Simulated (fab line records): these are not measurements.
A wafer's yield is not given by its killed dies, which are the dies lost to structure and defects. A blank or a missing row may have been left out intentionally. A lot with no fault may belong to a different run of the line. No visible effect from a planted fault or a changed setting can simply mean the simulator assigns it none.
A struck lot beside a sound one :: flow n5 finfet :: 37 steps out of a route of 1938
Sound: these wafers, L487.2, L487.4, L487.6. The struck wafers were L481.3, L481.4, L481.5. At the end, the cause is stated.
At each step with rows: each side's tool, then ch and its chambers, then its first start. Under that, the readings that differ: sound wafers :: struck wafers :: difference of the means :: sigmas: that difference in standard deviations of wafers without a fault.
alike: readings whose means differ by less than 2 such deviations, and words and numbers that are the same on both sides. not compared: withheld readings, readings that some wafer has no value for, bounds like >300 that may hide the same value, and numbers for which the record gives no deviation and whose values overlap.
Wherever a step has rows on one side only, a row that says differs or no value, or a row with sigmas, the two part there. Non-overlapping numbers with no deviation appear without sigmas and do not part them. A reading missing from all wafers of one side parts the sides only when that side holds two or more wafers.

first, 9 steps without rows for these wafers: N5_BEOL_M4_ANNEAL_95 (time 240 s); N5_BEOL_M4_SPUTTER_96 (material Cu, target thk 4.5 nm, time 8.29 s); N5_BEOL_M4_ECD_50 (material Cu, target thk 300 nm); N5_BEOL_M4_ANNEAL_51 (time 90 s); N5_BEOL_M4_CMP_52 (polishes, stops on SiOC, t overpolish 6.8 s, target thk 40 nm); N5_BEOL_M4_PRE_CLEAN_60 (time 15 s); N5_BEOL_M4_CO_CAP_55 (material Co, precursor CCTBA/H2, target thk 2 nm, time 102.1 s); N5_BEOL_M4_PRE_CLEAN_56 (time 15 s); N5_BEOL_M4_DEP_57 (deposits SiCN from 3MS/NH3, target thk 8 nm, time 14 s).
N5_BEOL_M4_RC_MEAS_101:
  sound on prober-01 ch 0, day 14 10:10; struck on prober-02 ch 0, day 12 18:08
  alike: DIBL_N, DIBL_P, IOFF_N, IOFF_P, ION_N, ION_P, SS_N, SS_P, VT_N, VT_P
then, 24 steps without rows for these wafers: N5_BEOL_M5_ILD_DEP_00 (deposits SiCOH lowk from DEMS/porogen, target thk 140.64 nm, time 25.9 s); N5_BEOL_M5_CURE_79 (cures SiCOH lowk, time 240 s); N5_BEOL_M5_PECVD_70 (deposits SiO2 from TEOS/O2, target thk 16 nm, time 18 s); N5_BEOL_M5_HM_DEP_02 (deposits TiN, target thk 20 nm); N5_BEOL_M5_COAT_59 (time 60 s, resist thk 60 nm); N5_BEOL_M5_COAT_60 (time 60 s, resist thk 12 nm); N5_BEOL_M5_COAT_71 (time 60 s, resist thk 5 nm); N5_BEOL_M5_COAT_05 (resist thk 30 nm); N5_BEOL_M5_EBR_07; N5_BEOL_M5_SOFTBAKE_06 (time 60 s); N5_BEOL_M5_EXPOSE_08 (exposes mask M5, target cd 28 nm); N5_BEOL_M5_PEB_09 (peb time 60 s); N5_BEOL_M5_DEVELOP_10 (develop time 30 s); N5_BEOL_M5_DESCUM_16 (chemistry O2, time 7 s); N5_BEOL_M5_ETCH_72 (etches underlayer in N2/H2, target depth 6.5 nm, time 5.2 s); N5_BEOL_M5_ETCH_61 (etches SiARC in CF4, target depth 15.6 nm, time 26 s); N5_BEOL_M5_ETCH_62 (etches SOC in N2/H2, target depth 75 nm, overetch 15 nm, time 112.5 s); N5_BEOL_M5_STRIP_63 (strips in N2/H2); N5_BEOL_M5_STRIP_73 (strips in N2/H2); N5_BEOL_M5_STRIP_64 (strips in CF4); N5_BEOL_M5_HM_OPEN_17 (chemistry Cl2/BCl3, target TiN, target depth 20 nm, overetch 6 nm); N5_BEOL_M5_STRIP_19 (strips in O2); N5_BEOL_M5_COAT_65 (time 60 s, resist thk 60 nm); N5_BEOL_M5_COAT_66 (time 60 s, resist thk 12 nm).
N5_BEOL_M10_ILD_DEP_00: deposits SiCOH lowk from DEMS/porogen, target thk 308.51 nm, time 58 s.
  sound on pecvd-03 ch 0,1,2, day 16 15:23; struck on pecvd-04 ch 0,2, day 14 17:05
  no value came back on the struck wafers for any of 5 readings (chamber pressure Torr (Torr), heater power outer w (W) and others); on the sound wafers chamber pressure Torr (Torr) reads 4.997 4.991 4.992
N5_BEOL_M10_OCD_MEAS_38:
  sound: ocd-02 at day 16 22:01; struck: ocd-02 at day 14 23:53
reading: trench depth nm (nm)
sound: 149.6 151.1 149.4
struck: - - -
difference: no value on the struck wafers
sigmas: 
-- the record jumps here: 3 days lie between the struck wafers' starts before and after (it left off in module BEOL_M10 and takes up again in module PASSIVATION, whose first step shown is number 1936 of the route) --
N5_PASSIVATION_PROBE_49:
  sound: prober-01 at day 19 04:35; struck: prober-01 at day 17 12:32
reading: defect limited yield (%)
sound: 92.0 92.6 91.7
struck: 0 0 0
difference: -92
sigmas: -58

reading: killed_at_M4_up
sound: 15 12 16
struck: 1167 1162 1163
difference: +1150
sigmas: +99 or more

reading: killed at front end
sound: 43 39 43
struck: 6 8 12
difference: -33
sigmas: -3

reading: killed dies
sound: 94 87 98
struck: 1180 1180 1180
difference: +1087
sigmas: +57

reading: killed on rim
sound: 11 8 13
struck: 152 152 152
difference: +141
sigmas: +36

reading: killed open
sound: 65 50 58
struck: 7 18 12
difference: -45
sigmas: -3

reading: killed short
sound: 27 34 39
struck: 8 3 10
difference: -26
sigmas: -3

reading: sort_bin_5_function (%)
sound: 5.2 4.0 5.6
struck: 71.1 72.5 74.7
difference: +67.8
sigmas: +68

reading: sort n pass
sound: 1086 1093 1082
struck: 0 0 0
difference: -1087
sigmas: -49

reading: sort yield pct (%)
sound: 92.0 92.6 91.7
struck: 0 0 0
difference: -92
sigmas: -48
  alike: killed_at_M0_to_M3, killed at contacts, killed at other, sort_bin_6_memory

## WHERE THEY PART
Earliest at N5_BEOL_M10_ILD_DEP_00; latest, in this record, at N5_PASSIVATION_PROBE_49.

WHY: the cause the simulator had injected
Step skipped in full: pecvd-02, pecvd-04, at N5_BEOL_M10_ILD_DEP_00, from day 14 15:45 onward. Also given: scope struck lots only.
